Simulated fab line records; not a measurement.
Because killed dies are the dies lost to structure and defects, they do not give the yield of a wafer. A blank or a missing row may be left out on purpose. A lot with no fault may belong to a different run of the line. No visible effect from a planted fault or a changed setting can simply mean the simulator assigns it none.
Chamber matching || flow nand_harc || NHARC_A_SLIT_ETCH_29 on rie_diel-02 has 4 sister chambers
The step etches the open film in CF4/O2, target depth 100 nm, overetch 10 nm, time 55 s. 8 wafers are shown with their chamber, then 8 later ones without.

## WAFERS WITH THEIR CHAMBER
{"wafer": "L082.6", "chamber": 2, "drypump_motor_current_A (A)": 6.1, "oes_product_au (a.u.)": 1.004}
{"wafer": "L086.5", "chamber": 0, "drypump_motor_current_A (A)": 5.5, "oes_product_au (a.u.)": 1.008}
{"wafer": "L088.2", "chamber": 1, "drypump_motor_current_A (A)": 6.2, "oes_product_au (a.u.)": 0.995}
{"wafer": "L088.3", "chamber": 2, "drypump_motor_current_A (A)": 6.1, "oes_product_au (a.u.)": 1.003}
{"wafer": "L085.1", "chamber": 3, "drypump_motor_current_A (A)": 5.9, "oes_product_au (a.u.)": 0.997}
{"wafer": "L085.2", "chamber": 1, "drypump_motor_current_A (A)": 6.2, "oes_product_au (a.u.)": 1.006}
{"wafer": "L085.3", "chamber": 0, "drypump_motor_current_A (A)": 5.5, "oes_product_au (a.u.)": 1.009}
{"wafer": "L091.4", "chamber": 3, "drypump_motor_current_A (A)": 6.0, "oes_product_au (a.u.)": 0.998}

## WAFERS WITHOUT THEIR CHAMBER
{"wafer": "L091.5", "drypump_motor_current_A (A)": 6.0, "oes_product_au (a.u.)": 0.990}
{"wafer": "L091.6", "drypump_motor_current_A (A)": 5.5, "oes_product_au (a.u.)": 0.991}
{"wafer": "L092.3", "drypump_motor_current_A (A)": 5.5, "oes_product_au (a.u.)": 1.021}
{"wafer": "L092.4", "drypump_motor_current_A (A)": 6.0, "oes_product_au (a.u.)": 1.009}
{"wafer": "L092.6", "drypump_motor_current_A (A)": 6.1, "oes_product_au (a.u.)": 1.010}
{"wafer": "L094.1", "drypump_motor_current_A (A)": 6.0, "oes_product_au (a.u.)": 0.998}
{"wafer": "L094.2", "drypump_motor_current_A (A)": 5.4, "oes_product_au (a.u.)": 1.001}
{"wafer": "L094.5", "drypump_motor_current_A (A)": 6.0, "oes_product_au (a.u.)": 1.000}

## EACH ONE'S CHAMBER
{"wafer": "L091.5", "from the rows above": 3, "in truth": 3}
{"wafer": "L091.6", "from the rows above": 0, "in truth": 0}
{"wafer": "L092.3", "from the rows above": 0, "in truth": 0}
{"wafer": "L092.4", "from the rows above": "can't be placed: 2 or 3", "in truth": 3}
{"wafer": "L092.6", "from the rows above": 2, "in truth": 2}
{"wafer": "L094.1", "from the rows above": "can't be placed: 3 or 2", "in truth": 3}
{"wafer": "L094.2", "from the rows above": 0, "in truth": 0}
{"wafer": "L094.5", "from the rows above": "can't be placed: 3 or 2", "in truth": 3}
Placed correctly: 5 of 8. From these rows, 3 cannot be placed; in 3 the true chamber is one of the candidates. Wrongly placed: 0.
How it was worked out, from the rows above alone: a wafer's distance from a chamber is the root of the sum, over the readings, of the square of ((its reading less the chamber's mean) divided by the reading's scatter). If the next closest chamber is less than 2 further off than the closest, the wafer can't be placed; otherwise it belongs to the closest. For every chamber, the mean is computed from those of its wafers that are shown. The scatter is the square root of a quotient: the sum, over the shown wafers, of each reading's squared deviation from its chamber's mean, divided by wafers minus chambers.
